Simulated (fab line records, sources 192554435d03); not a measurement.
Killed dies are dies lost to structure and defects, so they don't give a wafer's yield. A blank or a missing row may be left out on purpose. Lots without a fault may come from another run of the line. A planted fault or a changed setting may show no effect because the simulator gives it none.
Which tool did it? | flow n5_finfet | 24 lots, 72 wafers sampled, at 6 steps of a route of 1938

WHAT THE GAUGES READ, wafer by wafer
N5_MOL_CONTACT_COAG_INSPECT_97: inspects for defects (darkfield). Usual: raw_defect_count 45, standard deviation 17.
lot  | measured     | on                | raw_defect_count | flag
L074 | day 5 09:04  | defect_inspect-02 | 38 31 55         |
L075 | day 5 18:22  | defect_inspect-01 | 38 31 44         |
L076 | day 5 21:22  | defect_inspect-02 | 86 48 80         |
L078 | day 6 08:29  | defect_inspect-01 | 41 32 33         |
L077 | day 6 11:31  | defect_inspect-01 | 57 38 44         |
L079 | day 6 14:31  | defect_inspect-02 | 42 25 40         |
L080 | day 6 23:12  | defect_inspect-02 | 48 45 50         |
L081 | day 7 02:27  | defect_inspect-02 | 32 43 51         |
L082 | day 7 14:37  | defect_inspect-01 | 38 65 58         |
L083 | day 7 17:37  | defect_inspect-02 | 51 37 30         |
L084 | day 7 20:37  | defect_inspect-02 | 24 19 25         |
L085 | day 8 03:19  | defect_inspect-01 | 24 59 47         |
L087 | day 8 12:20  | defect_inspect-02 | 38 75 44         |
L086 | day 8 15:19  | defect_inspect-01 | 16 30 37         |
L088 | day 9 04:29  | defect_inspect-01 | 42 36 33         |
L089 | day 9 07:26  | defect_inspect-01 | 41 28 29         |
L090 | day 9 14:13  | defect_inspect-02 | 49 29 49         |
L091 | day 9 17:13  | defect_inspect-01 | 57 70 61         |
L092 | day 9 20:43  | defect_inspect-02 | 40 65 37         |
L093 | day 10 04:39 | defect_inspect-01 | 40 70 40         |
L094 | day 10 07:39 | defect_inspect-02 | 50 39 65         |
L095 | day 10 11:30 | defect_inspect-01 | 70 59 39         |
L096 | day 10 19:46 | defect_inspect-01 | 14 27 22         |
L097 | day 11 07:50 | defect_inspect-02 | 29 29 55         |

N5_BEOL_M0_SAQP_INSPECT_42: inspects for defects (brightfield). Usual: raw_defect_count 298, standard deviation 82.
lot  | measured     | on                | raw_defect_count | flag
L074 | day 5 15:13  | defect_inspect-01 | 189 338 319      |
L075 | day 6 00:15  | defect_inspect-02 | 524 362 455      |
L076 | day 6 03:26  | defect_inspect-01 | 302 335 276      |
L078 | day 6 13:52  | defect_inspect-02 | 216 214 212      |
L077 | day 6 17:47  | defect_inspect-01 | 297 414 301      |
L079 | day 6 21:00  | defect_inspect-02 | 228 211 164      |
L080 | day 7 07:06  | defect_inspect-01 | 163 134 223      |
L081 | day 7 09:37  | defect_inspect-01 | 306 210 229      |
L082 | day 7 20:19  | defect_inspect-01 | 278 375 268      |
L083 | day 7 23:14  | defect_inspect-01 | 281 188 342      |
L084 | day 8 02:41  | defect_inspect-02 | 364 323 340      |
L085 | day 8 09:26  | defect_inspect-01 | 305 263 229      |
L087 | day 8 23:11  | defect_inspect-01 | 203 301 199      |
L086 | day 8 23:52  | defect_inspect-01 | 263 240 255      |
L088 | day 9 10:47  | defect_inspect-02 | 307 296 319      |
L089 | day 9 15:37  | defect_inspect-01 | 289 397 410      |
L090 | day 9 21:08  | defect_inspect-02 | 284 208 223      |
L091 | day 9 23:26  | defect_inspect-02 | 518 298 437      |
L092 | day 10 02:15 | defect_inspect-01 | 398 291 452      |
L093 | day 10 10:31 | defect_inspect-02 | 381 348 317      |
L094 | day 10 14:25 | defect_inspect-01 | 249 148 274      |
L095 | day 10 17:08 | defect_inspect-02 | 254 280 300      |
L096 | day 11 03:34 | defect_inspect-01 | 256 270 138      |
L097 | day 11 18:44 | defect_inspect-01 | 301 512 371      |

WHICH TOOL RAN EACH LOT (tool, then ch and the chambers of the sampled wafers, then the start)
lot  | N5_BEOL_M0_SAQP_HM_DEP_02    | N5_BEOL_M0_SAQP_ETCH_84            | N5_BEOL_M0_SAQP_RECESS_114         | N5_BEOL_M0_SAQP_MANDREL_ETCH_103
L074 | pvd_sputter-02, day 5 09:33  | rie_diel-04 ch 0,1, day 5 10:40    | vapor_etch-01 ch 0,1, day 5 11:11  | rie_si-06 ch 0,2,3, day 5 13:14
L075 | pvd_sputter-01, day 5 19:13  | rie_diel-01 ch 0,1, day 5 20:37    | vapor_etch-02 ch 0,1, day 5 21:02  | rie_si-03 ch 0,3, day 5 22:17
L076 | pvd_sputter-01, day 5 22:14  | rie_diel-01 ch 0,1,3, day 5 23:15  | vapor_etch-02 ch 0,1, day 5 23:44  | rie_si-05 ch 0,1,3, day 6 00:59
L078 | pvd_sputter-03, day 6 09:16  | rie_diel-03 ch 0,2,3, day 6 10:07  | vapor_etch-01 ch 0,1, day 6 10:33  | rie_si-06 ch 0,2,3, day 6 11:47
L077 | pvd_sputter-01, day 6 12:43  | rie_diel-01 ch 0,1,2, day 6 13:43  | vapor_etch-02 ch 0,1, day 6 14:08  | rie_si-03 ch 0,2, day 6 15:25
L079 | pvd_sputter-01, day 6 16:07  | rie_diel-01 ch 0,2, day 6 17:14    | vapor_etch-01 ch 1, day 6 17:41    | rie_si-05 ch 1,3, day 6 19:01
L080 | pvd_sputter-03, day 7 01:52  | rie_diel-01 ch 1,2,3, day 7 02:55  | vapor_etch-01 ch 0,1, day 7 03:28  | rie_si-05 ch 0,3, day 7 04:35
L081 | pvd_sputter-02, day 7 04:28  | rie_diel-04 ch 0,1,3, day 7 05:20  | vapor_etch-01 ch 0,1, day 7 05:59  | rie_si-05 ch 1,2,3, day 7 07:28
L082 | pvd_sputter-01, day 7 15:34  | rie_diel-03 ch 1,2, day 7 16:34    | vapor_etch-02 ch 0,1, day 7 16:59  | rie_si-03 ch 1,2,3, day 7 18:13
L083 | pvd_sputter-02, day 7 18:32  | rie_diel-01 ch 1,2,3, day 7 19:31  | vapor_etch-02 ch 0,1, day 7 19:57  | rie_si-03 ch 0,1,2, day 7 21:11
L084 | pvd_sputter-01, day 7 21:43  | rie_diel-01 ch 1,2,3, day 7 22:41  | vapor_etch-01 ch 0,1, day 7 23:07  | rie_si-06 ch 0,1, day 8 00:23
L085 | pvd_sputter-02, day 8 04:57  | rie_diel-01 ch 1,2, day 8 05:49    | vapor_etch-02 ch 1, day 8 06:14    | rie_si-05 ch 0,1,3, day 8 07:28
L087 | pvd_sputter-02, day 8 14:48  | rie_diel-01 ch 1,2, day 8 15:51    | vapor_etch-01 ch 0,1, day 8 16:41  | rie_si-05 ch 0,1, day 8 20:56
L086 | pvd_sputter-02, day 8 16:08  | rie_diel-01 ch 0,1,2, day 8 17:08  | vapor_etch-01 ch 0,1, day 8 17:38  | rie_si-06 ch 0,3, day 8 21:23
L088 | pvd_sputter-02, day 9 05:44  | rie_diel-01 ch 0,2,3, day 9 06:43  | vapor_etch-02 ch 0,1, day 9 07:16  | rie_si-06 ch 2,3, day 9 08:44
L089 | pvd_sputter-02, day 9 09:05  | rie_diel-04 ch 0,1, day 9 10:34    | vapor_etch-01 ch 0,1, day 9 10:59  | rie_si-03 ch 1,3, day 9 12:31
L090 | pvd_sputter-02, day 9 15:46  | rie_diel-01 ch 0,1,3, day 9 17:08  | vapor_etch-01 ch 0,1, day 9 17:34  | rie_si-05 ch 0,2,3, day 9 19:02
L091 | pvd_sputter-02, day 9 18:40  | rie_diel-04 ch 1,2, day 9 19:39    | vapor_etch-02 ch 0,1, day 9 20:04  | rie_si-03 ch 0,3, day 9 21:25
L092 | pvd_sputter-01, day 9 21:38  | rie_diel-01 ch 0,3, day 9 22:30    | vapor_etch-01 ch 0,1, day 9 22:55  | rie_si-03 ch 0,2,3, day 10 00:10
L093 | pvd_sputter-02, day 10 05:38 | rie_diel-04 ch 2,3, day 10 06:38   | vapor_etch-01 ch 0,1, day 10 07:04 | rie_si-06 ch 0,3, day 10 08:25
L094 | pvd_sputter-03, day 10 08:58 | rie_diel-03 ch 2,3, day 10 10:23   | vapor_etch-02 ch 0,1, day 10 10:48 | rie_si-06 ch 0,3, day 10 12:25
L095 | pvd_sputter-03, day 10 12:21 | rie_diel-04 ch 0,2, day 10 13:22   | vapor_etch-02 ch 0,1, day 10 13:47 | rie_si-05 ch 0,1, day 10 15:02
L096 | pvd_sputter-01, day 10 21:40 | rie_diel-03 ch 1,2,3, day 10 23:05 | vapor_etch-01 ch 0,1, day 10 23:31 | rie_si-06 ch 0,1,2, day 11 01:27
L097 | pvd_sputter-01, day 11 12:05 | rie_diel-03 ch 0,1,2, day 11 13:05 | vapor_etch-01 ch 0,1, day 11 13:30 | rie_si-06 ch 1,2,3, day 11 14:44
- N5_BEOL_M0_SAQP_HM_DEP_02: deposits TiN, target thk 12 nm.
- N5_BEOL_M0_SAQP_ETCH_84: etches SOC in N2/H2, target depth 100 nm, overetch 20 nm, time 150 s.
- N5_BEOL_M0_SAQP_RECESS_114: chemistry HF/NH3, target SiO2, target depth 14.4 nm, afs cycles 3, sublimation time 60 s.
- N5_BEOL_M0_SAQP_MANDREL_ETCH_103: etches a-Si in HBr/Cl2, stops on SiCN, target depth 45 nm, bt time 10 s, time 27 s.

WHAT THE TOOLS THEMSELVES READ (means of the sampled wafers that have a number; where no wafer has one, the mark that the record gives instead)
N5_BEOL_M0_SAQP_HM_DEP_02. Usual: substrate_temp_c 25.00 C, standard deviation 0.11; throttle_valve_pct 30.2 %, standard deviation 0.96.
lot  | tool           | substrate_temp_c (C) | throttle_valve_pct (%) | flag
L074 | pvd_sputter-02 | 25.17                | 29.7                   |
L075 | pvd_sputter-01 | 25.00                | 29.7                   |
L076 | pvd_sputter-01 | 25.03                | 31.0                   |
L078 | pvd_sputter-03 | 25.06                | 29.8                   |
L077 | pvd_sputter-01 | 24.98                | 29.3                   |
L079 | pvd_sputter-01 | 25.01                | 30.3                   |
L080 | pvd_sputter-03 | 25.06                | 29.7                   |
L081 | pvd_sputter-02 | 25.02                | 29.9                   |
L082 | pvd_sputter-01 | 25.00                | 31.1                   |
L083 | pvd_sputter-02 | 24.93                | 30.6                   |
L084 | pvd_sputter-01 | 25.06                | 29.5                   |
L085 | pvd_sputter-02 | 24.99                | 30.6                   |
L087 | pvd_sputter-02 | 24.93                | 30.0                   |
L086 | pvd_sputter-02 | 25.11                | 29.8                   |
L088 | pvd_sputter-02 | 25.06                | 30.4                   |
L089 | pvd_sputter-02 | 25.08                | 30.1                   |
L090 | pvd_sputter-02 | 24.98                | 30.1                   |
L091 | pvd_sputter-02 | 25.03                | 30.8                   |
L092 | pvd_sputter-01 | 24.89                | 31.3                   |
L093 | pvd_sputter-02 | 24.90                | 31.0                   |
L094 | pvd_sputter-03 | 24.94                | 29.7                   |
L095 | pvd_sputter-03 | 24.89                | 30.2                   |
L096 | pvd_sputter-01 | 24.96                | 30.6                   |
L097 | pvd_sputter-01 | 24.99                | 31.4                   |

N5_BEOL_M0_SAQP_ETCH_84. Usual: drypump_motor_current_A 5.9 A, standard deviation 0.44; n2_flow_sccm 200.0 sccm, standard deviation 0.65; oes_product_au 0.68 a.u., standard deviation 0.053; rf_vpp_V 524.3 V, standard deviation 2.5; showerhead_plenum_p_Torr 2.56 Torr, standard deviation 0.082; throttle_valve_pct 17.95 %, standard deviation 0.25.
lot  | tool        | drypump_motor_current_A (A) | n2_flow_sccm (sccm) | oes_product_au (a.u.) | rf_vpp_V (V) | showerhead_plenum_p_Torr (Torr) | throttle_valve_pct (%) | flag
L074 | rie_diel-04 | 6.0                         | 200.7               | 0.66                  | 524.7        | 2.59                            | 17.89                  |
L075 | rie_diel-01 | 6.2                         | 200.1               | 0.63                  | 522.2        | 2.50                            | 17.85                  |
L076 | rie_diel-01 | 6.2                         | 199.6               | 0.65                  | 523.2        | 2.54                            | 17.86                  |
L078 | rie_diel-03 | 5.4                         | 200.0               | 0.71                  | 524.6        | 2.56                            | 17.99                  |
L077 | rie_diel-01 | 6.0                         | 200.6               | 0.65                  | 522.4        | 2.54                            | 17.94                  |
L079 | rie_diel-01 | 5.8                         | 199.4               | 0.67                  | 524.4        | 2.60                            | 17.89                  |
L080 | rie_diel-01 | 6.1                         | 199.4               | 0.67                  | 524.9        | 2.58                            | 17.94                  |
L081 | rie_diel-04 | 6.0                         | 199.9               | 0.67                  | 523.8        | 2.55                            | 18.01                  |
L082 | rie_diel-03 | 5.6                         | 200.1               | 0.67                  | 526.4        | 2.64                            | 18.04                  |
L083 | rie_diel-01 | 6.0                         | 199.3               | 0.67                  | 524.4        | 2.58                            | 17.95                  |
L084 | rie_diel-01 | 6.1                         | 199.4               | 0.67                  | 524.7        | 2.58                            | 17.95                  |
L085 | rie_diel-01 | 6.0                         | 199.7               | 0.65                  | 522.5        | 2.51                            | 18.09                  |
L087 | rie_diel-01 | 5.9                         | 200.4               | 0.67                  | 524.1        | 2.57                            | 18.03                  |
L086 | rie_diel-01 | 6.0                         | 199.5               | 0.73                  | 522.8        | 2.53                            | 17.82                  |
L088 | rie_diel-01 | 6.0                         | 200.5               | 0.73                  | 525.3        | 2.60                            | 17.69                  |
L089 | rie_diel-04 | 6.0                         | 200.9               | 0.65                  | 525.0        | 2.57                            | 17.93                  |
L090 | rie_diel-01 | 6.2                         | 200.3               | 0.71                  | 523.7        | 2.54                            | 17.75                  |
L091 | rie_diel-04 | 5.6                         | 199.9               | 0.79                  | 522.4        | 2.49                            | 17.93                  |
L092 | rie_diel-01 | 6.2                         | 200.0               | 0.72                  | 525.9        | 2.60                            | 17.62                  |
L093 | rie_diel-04 | 5.7                         | 200.6               | 0.71                  | 522.6        | 2.53                            | 17.93                  |
L094 | rie_diel-03 | 5.3                         | 199.7               | 0.70                  | 524.6        | 2.58                            | 17.99                  |
L095 | rie_diel-04 | 5.7                         | 199.2               | 0.68                  | 525.4        | 2.58                            | 17.72                  |
L096 | rie_diel-03 | 5.7                         | 200.0               | 0.69                  | 525.5        | 2.58                            | 17.96                  |
L097 | rie_diel-03 | 5.3                         | 200.2               | 0.65                  | 525.5        | 2.61                            | 18.15                  |

N5_BEOL_M0_SAQP_RECESS_114. Usual: drypump_motor_current_A 5.6 A, standard deviation 0.51.
lot  | tool          | drypump_motor_current_A (A) | flag
L074 | vapor_etch-01 | 5.6                         |
L075 | vapor_etch-02 | 5.8                         |
L076 | vapor_etch-02 | 5.8                         |
L078 | vapor_etch-01 | 5.6                         |
L077 | vapor_etch-02 | 5.8                         |
L079 | vapor_etch-01 | 6.0                         |
L080 | vapor_etch-01 | 5.3                         |
L081 | vapor_etch-01 | 5.3                         |
L082 | vapor_etch-02 | 5.8                         |
L083 | vapor_etch-02 | 5.8                         |
L084 | vapor_etch-01 | 5.6                         |
L085 | vapor_etch-02 | 6.3                         |
L087 | vapor_etch-01 | 5.6                         |
L086 | vapor_etch-01 | 5.3                         |
L088 | vapor_etch-02 | 5.8                         |
L089 | vapor_etch-01 | 5.3                         |
L090 | vapor_etch-01 | 5.6                         |
L091 | vapor_etch-02 | 5.8                         |
L092 | vapor_etch-01 | 5.6                         |
L093 | vapor_etch-01 | 5.7                         |
L094 | vapor_etch-02 | 6.0                         |
L095 | vapor_etch-02 | 6.0                         |
L096 | vapor_etch-01 | 5.3                         |
L097 | vapor_etch-01 | 5.6                         |

N5_BEOL_M0_SAQP_MANDREL_ETCH_103. Usual: drypump_motor_current_A 5.8 A, standard deviation 0.51; oes_product_au 0.688 a.u., standard deviation 0.012; throttle_valve_pct 35.35 %, standard deviation 0.27.
lot  | tool      | drypump_motor_current_A (A) | oes_product_au (a.u.) | throttle_valve_pct (%) | flag
L074 | rie_si-06 | 5.7                         | 0.686                 | 35.26                  |
L075 | rie_si-03 | 5.5                         | 0.690                 | 35.77                  |
L076 | rie_si-05 | 5.9                         | 0.693                 | 35.18                  |
L078 | rie_si-06 | 5.6                         | 0.682                 | 35.27                  |
L077 | rie_si-03 | 5.4                         | 0.671                 | 35.40                  |
L079 | rie_si-05 | 5.6                         | 0.689                 | 35.09                  |
L080 | rie_si-05 | 6.3                         | 0.697                 | 35.27                  |
L081 | rie_si-05 | 5.5                         | 0.686                 | 35.32                  |
L082 | rie_si-03 | 6.1                         | 0.690                 | 35.34                  |
L083 | rie_si-03 | 5.7                         | 0.672                 | 35.49                  |
L084 | rie_si-06 | 5.7                         | 0.685                 | 35.28                  |
L085 | rie_si-05 | 5.9                         | 0.694                 | 35.18                  |
L087 | rie_si-05 | 6.3                         | 0.698                 | 35.31                  |
L086 | rie_si-06 | 5.9                         | 0.684                 | 35.40                  |
L088 | rie_si-06 | 5.9                         | 0.684                 | 35.14                  |
L089 | rie_si-03 | 6.3                         | 0.699                 | 35.44                  |
L090 | rie_si-05 | 5.8                         | 0.692                 | 35.42                  |
L091 | rie_si-03 | 5.9                         | 0.701                 | 35.64                  |
L092 | rie_si-03 | 5.6                         | 0.679                 | 35.53                  |
L093 | rie_si-06 | 5.9                         | 0.689                 | 35.40                  |
L094 | rie_si-06 | 5.9                         | 0.686                 | 35.39                  |
L095 | rie_si-05 | 5.9                         | 0.702                 | 35.19                  |
L096 | rie_si-06 | 5.5                         | 0.686                 | 35.19                  |
L097 | rie_si-06 | 6.0                         | 0.691                 | 35.23                  |

THE ANSWER, worked out from the rows above alone
Rule: a lot is off if the mean of its wafers that have a number lies more than 3 standard deviations from the usual mean. A lot without any number at a reading at which 4 lots or more have one is off too. The other lots that the step has rows for count as sound. The gauges are gone through in route order, then the tools' own readings, and for those a lot's mean is taken as printed above. The first step at which some lot is off is used, and at that step the reading that is off furthest; a lot without a number counts as furthest.
No lot is off at any reading shown: from this, nothing can be told.

WHAT THE SIMULATOR HAD PUT IN
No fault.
